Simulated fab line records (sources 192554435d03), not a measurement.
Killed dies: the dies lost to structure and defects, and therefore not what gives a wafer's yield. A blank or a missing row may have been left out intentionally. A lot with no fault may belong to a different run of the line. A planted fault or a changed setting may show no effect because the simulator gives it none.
A struck lot beside a sound one	flow n5Finfet	38 steps out of a route of 1938
Sound: these wafers, L242.1, L242.3, L242.4. Struck: wafer L257.3 (left out: L257.1, a lot-mate that was not struck); the cause follows at the end.
Per side, at each step with rows, come the tool, then ch with its chambers, and then its first start. Under that, the readings that differ: sound wafers	struck wafers	difference of the means	sigmas: that difference in standard deviations of wafers without a fault.
alike: readings with means less than 2 such deviations apart, plus words and numbers identical on both sides. not compared: withheld readings, readings lacking a value on some wafer, bounds such as >300 that could conceal the same value, and numbers that have no deviation in the record and whose values overlap.
Wherever a step has rows on one side only, a row that says differs or no value, or a row with sigmas, the two part there. Numbers that don't overlap but have no deviation are shown without sigmas and don't part them. Lack of a reading on every wafer of one side parts them only where that side has two or more wafers.

first, 9 steps without rows for these wafers: N5_BEOL_M2_ANNEAL_95 (time 240 s); N5_BEOL_M2_SPUTTER_96 (material Cu, target thk 4.5 nm, time 8.29 s); N5_BEOL_M2_ECD_50 (material Cu, target thk 300 nm); N5_BEOL_M2_ANNEAL_51 (time 90 s); N5_BEOL_M2_CMP_52 (polishes, stops on SiOC, t overpolish 6.8 s, target thk 40 nm); N5_BEOL_M2_PRE_CLEAN_60 (time 15 s); N5_BEOL_M2_CO_CAP_55 (material Co, precursor CCTBA/H2, target thk 2 nm, time 102.1 s); N5_BEOL_M2_PRE_CLEAN_56 (time 15 s); N5_BEOL_M2_DEP_57 (deposits SiCN from 3MS/NH3, target thk 8 nm, time 14 s).
N5_BEOL_M3_ILD_DEP_00: deposits SiOC from DEMS/O2, target thk 79 nm, time 15.3 s.
  sound on pecvd-02 ch 0,1,2, day 8 02:01; struck on pecvd-02 ch 1, day 11 10:52
reading	sound	struck	difference	sigmas
model.SiOC_of_BEOL_M3_ILD_DEP_00.thkNm (nm)	77 78.4 80.4	100.4	+21.8	
  alike: heaterPowerW, showerheadPlenumPTorr, throttleValvePct
N5_BEOL_M3_THK_MEAS_01:
  sound on filmMetro-01 at day 8 02:04; struck on filmMetro-01 at day 11 10:56
reading	sound	struck	difference	sigmas
M3_ILD_THK (nm)	77.0 78.3 80.4	100.4	+21.8	+20
then, 24 steps without rows for these wafers: N5_BEOL_M3_PECVD_72 (deposits SiO2 from TEOS/O2, target thk 16 nm, time 18 s); N5_BEOL_M3_HM_DEP_02 (deposits TiN, target thk 20 nm); N5_BEOL_M3_COAT_61 (time 60 s, resist thk 60 nm); N5_BEOL_M3_COAT_62 (time 60 s, resist thk 12 nm); N5_BEOL_M3_COAT_73 (time 60 s, resist thk 5 nm); N5_BEOL_M3_COAT_05 (resist thk 30 nm); N5_BEOL_M3_EBR_07; N5_BEOL_M3_SOFTBAKE_06 (time 60 s); N5_BEOL_M3_EXPOSE_08 (exposes mask M3); N5_BEOL_M3_PEB_09 (peb time 60 s); N5_BEOL_M3_DEVELOP_10 (develop time 30 s); N5_BEOL_M3_DESCUM_16 (chemistry O2, time 7 s); N5_BEOL_M3_ETCH_74 (etches underlayer in N2/H2, target depth 6.5 nm, time 5.2 s); N5_BEOL_M3_ETCH_63 (etches SiARC in CF4, target depth 15.6 nm, time 26 s); N5_BEOL_M3_ETCH_64 (etches SOC in N2/H2, target depth 75 nm, overetch 15 nm, time 112.5 s); N5_BEOL_M3_STRIP_65 (strips in N2/H2); N5_BEOL_M3_STRIP_75 (strips in N2/H2); N5_BEOL_M3_STRIP_66 (strips in CF4); N5_BEOL_M3_HM_OPEN_17 (chemistry Cl2/BCl3, target TiN, target depth 20 nm, overetch 6 nm); N5_BEOL_M3_STRIP_19 (strips in O2); N5_BEOL_M3_COAT_67 (time 60 s, resist thk 60 nm); N5_BEOL_M3_COAT_68 (time 60 s, resist thk 12 nm); N5_BEOL_M3_COAT_76 (time 60 s, resist thk 5 nm); N5_BEOL_M3_COAT_22 (resist thk 30 nm).
N5_BEOL_M3_CMP_52: polishes, stops on SiOC, t overpolish 6.8 s, target thk 40 nm.
  sound on cmp-03 ch 0,1,3, day 8 19:15; struck on cmp-04 ch 3, day 12 11:12
reading	sound	struck	difference	sigmas
model.SiOC_of_BEOL_M3_ILD_DEP_00.thkNm (nm)	74 75.4 77.4	97.4	+21.8	
model.Cu_of_BEOL_M3_ECD_50.thkNm (nm)	34.8 40.2 41.6	59	+20	
  alike: motorCurrentA, retainingRingPressureFrac
N5_BEOL_M4_RC_MEAS_101:
  sound on prober-02 ch 0, day 9 04:22; struck on prober-02 ch 0, day 12 22:58
  alike: DIBL_N, DIBL_P, IOFF_N, IOFF_P, ION_N, ION_P, SS_N, SS_P, VT_N, VT_P
  not compared: CHAIN_V2, CHAIN_V2_max_site
-- a jump in the record: the struck wafers' starts before and after are 5 days apart (it breaks off in module BEOL_M4 and resumes in module PASSIVATION, where the first step shown is number 1936 of the route) --
N5_PASSIVATION_PROBE_49:
  sound on prober-02 at day 13 19:44; struck on prober-02 at day 17 11:47
reading	sound	struck	difference	sigmas
defectLimitedYield (%)	92.1 91.9 90.4	78.5	-13.0	-9
killed_at_M0_to_M3	26 23 32	187	+160	+16
killedDies	93 96 113	254	+153	+10
sort_bin_5_function (%)	4.5 4.4 5.5	18.9	+14.1	+15
sortNPass	1087 1084 1067	926	-153	-9
sortYieldPct (%)	92.1 91.9 90.4	78.5	-13.0	-9
  alike: killed_at_M4_up, killedAtContacts, killedAtFrontEnd, killedAtOther, killedOpen, killedShort, sort_bin_6_memory

WHERE THEY PART
Earliest at N5_BEOL_M3_THK_MEAS_01; latest, in this record, at N5_PASSIVATION_PROBE_49.

WHY: what the simulator had put in
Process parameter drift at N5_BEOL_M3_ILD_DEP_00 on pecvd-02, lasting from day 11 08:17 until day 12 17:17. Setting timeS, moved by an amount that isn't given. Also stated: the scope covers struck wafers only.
